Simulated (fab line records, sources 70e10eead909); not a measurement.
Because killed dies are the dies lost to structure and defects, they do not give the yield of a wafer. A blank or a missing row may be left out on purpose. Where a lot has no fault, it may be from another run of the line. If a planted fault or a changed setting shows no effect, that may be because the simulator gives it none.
Which tool was responsible? | flow nandHarc | 12 lots with 36 wafers sampled at 6 steps, on a route of 1159 steps

WHAT THE GAUGES SHOWED, per wafer
NHARC_A_CONTACT_INSPECT_71.
lot  | measured     | on               | rawDefectCount
L815 | day 16 18:28 | defectInspect-01 | 16 14 14
L817 | day 16 20:15 | defectInspect-01 | 6 14 11
L816 | day 17 05:52 | defectInspect-01 | 28 33 33
L818 | day 17 20:56 | defectInspect-02 | 443 471 480
L823 | day 18 12:56 | defectInspect-02 | 407 468 466
L830 | day 20 07:05 | defectInspect-02 | 10 14 15
L828 | day 20 08:22 | defectInspect-01 | 33 42 29
L832 | day 20 16:53 | defectInspect-02 | 12 9 12
L836 | day 21 15:26 | defectInspect-01 | 32 30 34
L837 | day 21 20:37 | defectInspect-01 | 31 33 35
L835 | day 22 01:46 | defectInspect-01 | 39 44 40
L838 | day 22 03:50 | defectInspect-01 | 30 48 40

NHARC_END_SORT_01.
lot  | measured     | on        | killedAtArray | killedAtOther | killedAtPeriphery | killedDies | killedOpen | killedShort
L818 | day 20 11:10 | prober-01 | 74 65 72      | 0 0 0         | 3 6 3             | 77 71 75   | 4 2 0      | 2 2 2
L823 | day 21 07:01 | prober-02 | 75 69 75      | 1 2 0         | 1 1 2             | 77 72 77   | 2 2 4      | 4 2 2
L830 | day 23 02:46 | prober-02 | 19 24 24      | 0 0 0         | 4 1 3             | 23 25 27   | 4 2 2      | 1 2 1
L832 | day 24 03:53 | prober-01 | 16            | 0             | 9                 | 25         | 3          | 4

WHICH TOOL RAN EACH LOT (tool, then ch and the chambers of the sampled wafers, then the start)
lot  | NHARC_A_CONTACT_ETCH_121           | NHARC_A_CONTACT_DEP_57       | NHARC_A_CONTACT_ETCH_125           | NHARC_A_CONTACT_ETCH_127
L815 | harCapEtch-03 ch 0,1, day 16 14:01 | aclDep-03 ch 0, day 16 15:59 | harCapEtch-02 ch 0,1, day 16 22:46 | harCapEtch-02 ch 0,1, day 16 23:08
L817 | harCapEtch-02 ch 0,1, day 16 14:26 | aclDep-03 ch 0, day 16 17:57 | harCapEtch-03 ch 0,1, day 16 21:52 | harCapEtch-03 ch 0,1, day 16 22:09
L816 | harCapEtch-01 ch 0,1, day 17 00:43 | aclDep-01 ch 0, day 17 03:19 | harCapEtch-03 ch 0,1, day 17 07:36 | harCapEtch-03 ch 0,1, day 17 07:53
L818 | harCapEtch-03 ch 0,1, day 17 13:12 | aclDep-03 ch 0, day 17 19:00 | harCapEtch-01 ch 0,1, day 17 22:23 | harCapEtch-01 ch 0,1, day 17 22:40
L823 | harCapEtch-03 ch 0,1, day 18 04:13 | aclDep-03 ch 0, day 18 10:44 | harCapEtch-03 ch 0,1, day 18 14:23 | harCapEtch-03 ch 0,1, day 18 14:40
L830 | harCapEtch-01 ch 0,1, day 20 00:16 | aclDep-02 ch 0, day 20 04:53 | harCapEtch-03 ch 0,1, day 20 09:06 | harCapEtch-03 ch 0,1, day 20 09:23
L828 | harCapEtch-03 ch 0,1, day 20 00:43 | aclDep-01 ch 0, day 20 05:46 | harCapEtch-01 ch 0,1, day 20 10:26 | harCapEtch-01 ch 0,1, day 20 10:43
L832 | harCapEtch-02 ch 0,1, day 20 12:08 | aclDep-02 ch 0, day 20 14:17 | harCapEtch-02 ch 0,1, day 20 18:23 | harCapEtch-02 ch 0,1, day 20 18:40
L836 | harCapEtch-03 ch 0,1, day 21 10:53 | aclDep-01 ch 0, day 21 13:08 | harCapEtch-02 ch 1, day 21 16:51   | harCapEtch-02 ch 1, day 21 17:08
L837 | harCapEtch-01 ch 0,1, day 21 14:56 | aclDep-01 ch 0, day 21 18:01 | harCapEtch-01 ch 0,1, day 21 22:05 | harCapEtch-01 ch 0,1, day 21 22:28
L835 | harCapEtch-03 ch 0,1, day 21 21:14 | aclDep-03 ch 0, day 21 23:10 | harCapEtch-01 ch 0,1, day 22 03:15 | harCapEtch-01 ch 0,1, day 22 03:32
L838 | harCapEtch-02 ch 0,1, day 21 23:16 | aclDep-01 ch 0, day 22 01:31 | harCapEtch-03 ch 0,1, day 22 06:47 | harCapEtch-03 ch 0,1, day 22 07:04
- NHARC_A_CONTACT_ETCH_121: etches the open film in C4F8/O2/Ar, time 94 s, target depth 922 nm.
- NHARC_A_CONTACT_DEP_57: deposits aC, target thk 2800 nm.
- NHARC_A_CONTACT_ETCH_125: etches the open film in C4F8/O2/Ar, time 155 s, target depth 956 nm.
- NHARC_A_CONTACT_ETCH_127: etches the open film in C4F8/O2/Ar, time 155 s, target depth 956 nm.

WHAT THE TOOLS THEMSELVES READ (means of the sampled wafers that have a number; where no wafer has one, the mark that the record gives instead)
NHARC_A_CONTACT_DEP_57.
lot  | tool      | susceptorTempC (C) | throttleValvePct (%)
L815 | aclDep-03 | -                  | 34.994
L817 | aclDep-03 | 399.98             | 35.002
L816 | aclDep-01 | -                  | 34.994
L818 | aclDep-03 | 399.97             | 35.001
L823 | aclDep-03 | 400.01             | 35.010
L830 | aclDep-02 | 400.02             | 35.003
L828 | aclDep-01 | 399.94             | 35.002
L832 | aclDep-02 | 399.94             | 34.993
L836 | aclDep-01 | 399.84             | 35.005
L837 | aclDep-01 | 400.22             | 35.009
L835 | aclDep-03 | 400.01             | 35.008
L838 | aclDep-01 | 399.86             | 35.005

THE ANSWER, worked out from the rows above alone
Rule: the lots themselves supply what counts as usual. The widest of any qualifying gaps counts: lots, ordered by their means at a reading, are off when they make up no more than a third of the lots, leave a main group of 4 or more, and stand apart from it by 3 or more times the standard deviation of that group's means. A main group is skipped when, at the precision printed for the reading in the tables above, its means are all equal. Also off: a lot with no number at a reading for which 4 or more lots have one. All remaining lots with rows at the step are treated as sound. After the gauges, taken in route order, come the tools' own readings; for these a lot's mean is taken, as printed above. At the first step where some lot is off, the reading lying furthest off is the one used; lots without a number count as furthest.
Off, at NHARC_A_CONTACT_INSPECT_71 on rawDefectCount: L818, L823. For the main group the mean is 26 and the standard deviation 12.
A tool fits if, at a process step before that reading, it ran every lot that is off, and no sound lot after the first of them. Gauges at NHARC_A_CONTACT_INSPECT_71: tried the same way as those tools. Of those tried, none fits.

WHAT WAS PUT IN BY THE SIMULATOR
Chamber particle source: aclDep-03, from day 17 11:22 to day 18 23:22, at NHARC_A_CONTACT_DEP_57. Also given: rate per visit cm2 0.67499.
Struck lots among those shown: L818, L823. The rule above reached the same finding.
